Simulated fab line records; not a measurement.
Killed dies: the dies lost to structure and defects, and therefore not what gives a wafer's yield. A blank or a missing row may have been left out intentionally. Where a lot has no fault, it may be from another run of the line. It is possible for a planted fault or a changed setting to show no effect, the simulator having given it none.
Split-lot experiment ; flow n5_finfet ; on a route of 1938 steps: 7 lots, 21 wafers read

## THE SPLIT ITSELF
At N5_BEOL_M6_EXPOSE_25 (exposes mask V5, target cd 40 nm), the setting dose_mj was moved away from the recipe's 45 on 3 of the 21 wafers read, by -4.1% to -2.9%. The other wafers ran this setting at the recipe's value.

## FROM THE SPLIT TO THE READING: what the file shows between them, 2 steps
- N5_BEOL_M6_PEB_26: peb time 60 s
- N5_BEOL_M6_DEVELOP_27: develop time 30 s

## THE READING
At N5_BEOL_M6_CD_MEAS_28: cd_nm in nanometres, against a target cd of 40 nm. On this fab line, fault-free wafers typically give 40.09 nm with a standard deviation of 0.26 nm.

wafer;tool, chamber at the split;dose_mj as run;against the recipe;cd_nm, nm;against lot-mates on the recipe
L078.1;euv_scanner-01, 0;45;recipe;40.25;-
L078.2;euv_scanner-01, 0;45;recipe;39.94;-
L078.3;euv_scanner-01, 0;45;recipe;39.98;-
L081.1;euv_scanner-02, 0;45;recipe;40.22;-
L081.3;euv_scanner-02, 0;45;recipe;40.11;-
L081.6;euv_scanner-02, 0;43.68;-2.9%;39.78;-0.38
L089.3;euv_scanner-01, 0;45;recipe;40.44;-
L089.5;euv_scanner-01, 0;45;recipe;40.08;-
L089.6;euv_scanner-01, 0;45;recipe;40.38;-
L090.1;euv_scanner-02, 0;45;recipe;39.85;-
L090.5;euv_scanner-02, 0;45;recipe;40.26;-
L090.6;euv_scanner-02, 0;45;recipe;40.03;-
L096.1;euv_scanner-02, 0;45;recipe;40.01;-
L096.2;euv_scanner-02, 0;45;recipe;39.86;-
L096.4;euv_scanner-02, 0;45;recipe;40.17;-
L094.1;euv_scanner-02, 0;45;recipe;39.85;-
L094.2;euv_scanner-02, 0;43.17;-4.1%;38.36;-1.64
L094.5;euv_scanner-02, 0;45;recipe;40.15;-
L097.1;euv_scanner-01, 0;43.24;-3.9%;39.07;-1.06
L097.2;euv_scanner-01, 0;45;recipe;39.93;-
L097.3;euv_scanner-01, 0;45;recipe;40.33;-

THE FIT
A straight line over all 21 wafers: cd_nm changes by +0.301 nm for each +1% of dose_mj; r = +0.85; the points scatter about the line by 0.25 nm.
The same after taking each lot's own level away (the mean of its wafers on the recipe; 21 wafers): +0.297 nm for each +1%; r = +0.89; scatter 0.21 nm.
That fit puts the effect of the largest move of dose_mj on the reading at 1.2 nm.
Across the lots, their own levels run from 40.000 to 40.300 nm, a range of 1.2 times the standard deviation given above.
The two slopes are in agreement: the lot-to-lot level therefore moves the slope only a little.
Check: -0.898 nm against its lot-mates is what the line predicts for one of the wafers moved furthest among these (-4.1%) when that wafer is left out of the fit. It came out at -1.64 nm against them.

## THE WHOLE CHAIN: every reading that the file lists as answering this split, in the file's order
step;what it does;reading;change (the file's fit);r (the file's)
N5_BEOL_M6_CD_MEAS_28;target cd 40 nm;cd_nm;+0.295 nm for each +1% of the setting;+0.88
N5_BEOL_M6_DESCUM_33;chemistry O2, time 7 s;BEOL_M6.cd_nm (the simulator's own value, which no gauge read);+0.296 nm for each +1% of the setting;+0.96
N5_BEOL_M6_ETCH_72;etches underlayer in N2/H2, target depth 6.5 nm, time 5.2 s;BEOL_M6.cd_nm (the simulator's own value, which no gauge read);+0.286 nm for each +1% of the setting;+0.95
N5_BEOL_M6_ETCH_65;etches SiARC in CF4, target depth 15.6 nm, time 26 s;BEOL_M6.cd_nm (the simulator's own value, which no gauge read);+0.264 nm for each +1% of the setting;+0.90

## THE FILE'S OWN FIT
cd_nm changes by +0.295 nm for each +1% of dose_mj, r = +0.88.
